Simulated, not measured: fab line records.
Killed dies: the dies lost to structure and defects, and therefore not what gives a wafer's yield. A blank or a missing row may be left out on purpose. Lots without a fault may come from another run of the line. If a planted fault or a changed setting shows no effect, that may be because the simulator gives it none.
Split-lot trial + flow n5_finfet + route with 1938 steps; 7 lots, 21 wafers read

ON THE SPLIT
At N5_SD_EPI_N_DESCUM_14 (chemistry O2, time 7.9 s), the setting time_s was moved away from the recipe's 7.9 s on 8 of the 21 wafers read, by -20.8% to +22.1%. All remaining wafers had this setting at the recipe value.

The split's own step is where the reading is taken.

THE READING
CAR-ArF-block_of_SD_EPI_N_COAT_03.thk_nm (the simulator's own value, which no gauge read), in nm, at N5_SD_EPI_N_DESCUM_14 (chemistry O2, time 7.9 s). The file gives no usual value for it. Across the 13 wafers here that went through the recipe, the average is 143.4 nm and the standard deviation 0.38 nm.

| wafer  | tool, chamber at the split | time_s as run, s | against the recipe | CAR-ArF-block_of_SD_EPI_N_COAT_03.thk_nm, nm | against lot-mates on the recipe |
|--------|----------------------------|------------------|--------------------|----------------------------------------------|---------------------------------|
| L078.3 | rie_diel-05, 1             | 7.9              | recipe             | 143.2                                        | -                               |
| L078.4 | rie_diel-05, 3             | 7.9              | recipe             | 143                                          | -                               |
| L078.5 | rie_diel-05, 1             | 7.043            | -10.8%             | 144                                          | +0.9                            |
| L081.2 | rie_diel-05, 0             | 6.257            | -20.8%             | 144.4                                        | +1.5                            |
| L081.3 | rie_diel-05, 1             | 7.9              | recipe             | 143                                          | -                               |
| L081.4 | rie_diel-05, 2             | 7.9              | recipe             | 142.8                                        | -                               |
| L083.2 | rie_diel-02, 3,2           | 6.99             | -11.5%             | 144.8                                        | +0.8                            |
| L083.3 | rie_diel-02, 3,2           | 6.99             | -11.5%             | 144.8                                        | +0.8                            |
| L083.5 | rie_diel-02, 0             | 7.9              | recipe             | 144                                          | -                               |
| L087.3 | rie_diel-02, 2             | 8.415            | +6.5%              | 143.4                                        | -0.4                            |
| L087.4 | rie_diel-02, 0             | 7.9              | recipe             | 143.6                                        | -                               |
| L087.5 | rie_diel-02, 1             | 7.9              | recipe             | 144                                          | -                               |
| L092.1 | rie_diel-01, 2             | 7.9              | recipe             | 143.4                                        | -                               |
| L092.3 | rie_diel-01, 1             | 7.9              | recipe             | 143.2                                        | -                               |
| L092.4 | rie_diel-01, 0             | 7.092            | -10.2%             | 144.2                                        | +0.9                            |
| L096.2 | rie_diel-01, 0             | 7.9              | recipe             | 143                                          | -                               |
| L096.5 | rie_diel-01, 3             | 7.9              | recipe             | 143.8                                        | -                               |
| L096.6 | rie_diel-01, 0             | 7.9              | recipe             | 143.6                                        | -                               |
| L097.1 | rie_diel-01, 3             | 9.647            | +22.1%             | 143.2                                        | -0.4                            |
| L097.2 | rie_diel-01, 0             | 7.9              | recipe             | 143.6                                        | -                               |
| L097.6 | rie_diel-01, 0             | 9.647            | +22.1%             | 142.8                                        | -0.8                            |
The file does not say which wafer passed through which chamber wherever a row lists several chambers: such a row stands for several wafers.

THE FIT
A straight line over all 21 wafers: CAR-ArF-block_of_SD_EPI_N_COAT_03.thk_nm changes by -0.0427 nm for each +1% of time_s; r = -0.69; the points scatter about the line by 0.45 nm.
The same after taking each lot's own level away (the mean of its wafers on the recipe; 21 wafers): -0.0495 nm for each +1%; r = -0.88; scatter 0.27 nm.
That fit puts the effect of the largest move of time_s on the reading at 1.1 nm.
Across the lots, their own levels run from 142.90 to 144.00 nm, a range of 2.9 times the standard deviation given above.
So the lot-to-lot level blurs the effect unless lot-mates are compared.
Check: for one of the wafers moved furthest among these (+22.1%), held out of the fit, the line's prediction against its lot-mates is -1.23 nm. Against them it came out at -0.4 nm.

FILE'S OWN FIT
CAR-ArF-block_of_SD_EPI_N_COAT_03.thk_nm changes by -0.0571 nm for each +1% of time_s, r = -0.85.
